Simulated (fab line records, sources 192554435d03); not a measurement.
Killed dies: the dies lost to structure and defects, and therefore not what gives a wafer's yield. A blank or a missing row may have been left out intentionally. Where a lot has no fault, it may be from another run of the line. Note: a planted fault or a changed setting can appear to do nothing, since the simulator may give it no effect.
Problem report in the 8D (eight disciplines) form, filled by code    flow n5_finfet    the parts of the form that need people (team, actions taken, sign-off) are left out

1. PROBLEM STATEMENT
At N5_HKMG_FIN_HK_ANNEAL_02, lamp_zone_2_pct averages 8.370 % over 9 wafers from 3 lots, while fault-free wafers read 8.797 %, standard deviation 0.0079. Relative to the usual mean, that is a shift of -54 standard deviations.
The step: time 30 s.
Earliest sighting: wafer L437.1 on rtp_anneal-01 at day 4 13:00. At this step, 21 wafers from 7 lots have a number in the record. Rule for "out" (also "out of limits"): further than 4 standard deviations from the usual mean. Any other wafer with a number is counted as sound.

2. WHAT IT IS AND WHAT IT IS NOT
question                     is                                                                                                                                     is not
which readings at this step  lamp_zone_2_pct, lamp_power_pct, lamp_zone_1_pct, lamp_zone_3_pct, lamp_zone_4_pct, lamp_zone_5_pct, lamp_zone_6_pct, lamp_zone_7_pct  -
which lots                   L437, L438, L439                                                                                                                       L436, L449, L456, L457
which wafers of those lots   all that have a number                                                                                                                 -
read on which tools          rtp_anneal-01                                                                                                                          rtp_anneal-02
when                         from day 4 13:00                                                                                                                       up to then (3 sound wafers); but 9 sound wafers of L449, L456, L457 came after

3. THE SUSPECTS, EACH WITH WHAT RULES IT OUT
Counting: any tool at a process step up to the reading is kept as a suspect provided that every lot that is out went through it and no sound lot did after the first of them.
- rtp_anneal-01 at N5_HKMG_FIN_HK_ANNEAL_02 (time 30 s): ruled out as a lasting fault. Sound lots L449 ran on it after its first lot that is out, L437 (day 4 13:00).
Left after counting: nothing in the record.

4. THE CAUSE (what the simulator had put in)
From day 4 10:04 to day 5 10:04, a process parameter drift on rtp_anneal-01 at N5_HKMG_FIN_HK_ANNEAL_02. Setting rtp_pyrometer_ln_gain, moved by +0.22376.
Counting ruled it out, wrongly.

5. SEQUENCE OF EFFECTS, ordered by route
Each row: a reading whose mean over the struck wafers that have a number lies more than 3 standard deviations from the usual. Readings are gone through only where the record gives a usual standard deviation; hours: the median, over the lots, of the time from a lot's start at the first step in this table giving one to that lot's start at this step; sigmas: the change measured in usual standard deviations.
hours  step                      reading          usual    on struck wafers  change  sigmas
0      N5_HKMG_FIN_HK_ANNEAL_02  lamp_power_pct   8.80 %   8.33              -0.47   -8.1
0      N5_HKMG_FIN_HK_ANNEAL_02  lamp_zone_1_pct  8.798 %  8.373             -0.425  -46
0      N5_HKMG_FIN_HK_ANNEAL_02  lamp_zone_2_pct  8.797 %  8.370             -0.427  -54
0      N5_HKMG_FIN_HK_ANNEAL_02  lamp_zone_3_pct  8.798 %  8.375             -0.423  -45
0      N5_HKMG_FIN_HK_ANNEAL_02  lamp_zone_4_pct  8.796 %  8.371             -0.425  -48
0      N5_HKMG_FIN_HK_ANNEAL_02  lamp_zone_5_pct  8.798 %  8.373             -0.425  -43
0      N5_HKMG_FIN_HK_ANNEAL_02  lamp_zone_6_pct  8.726 %  8.298             -0.428  -46
0      N5_HKMG_FIN_HK_ANNEAL_02  lamp_zone_7_pct  9.193 %  8.748             -0.445  -46
Process steps it contains:
- N5_HKMG_FIN_HK_ANNEAL_02: time 30 s.
At these later measuring or inspecting steps, every struck wafer for which the step has a row has a number for every such reading, and none has moved that far: N5_BEOL_M4_RC_MEAS_101.

6. HOW IT WOULD HAVE BEEN CAUGHT EARLIER
First out-of-limits reading in this record: day 4 13:00, which is 3 hours after fault onset at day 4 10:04.
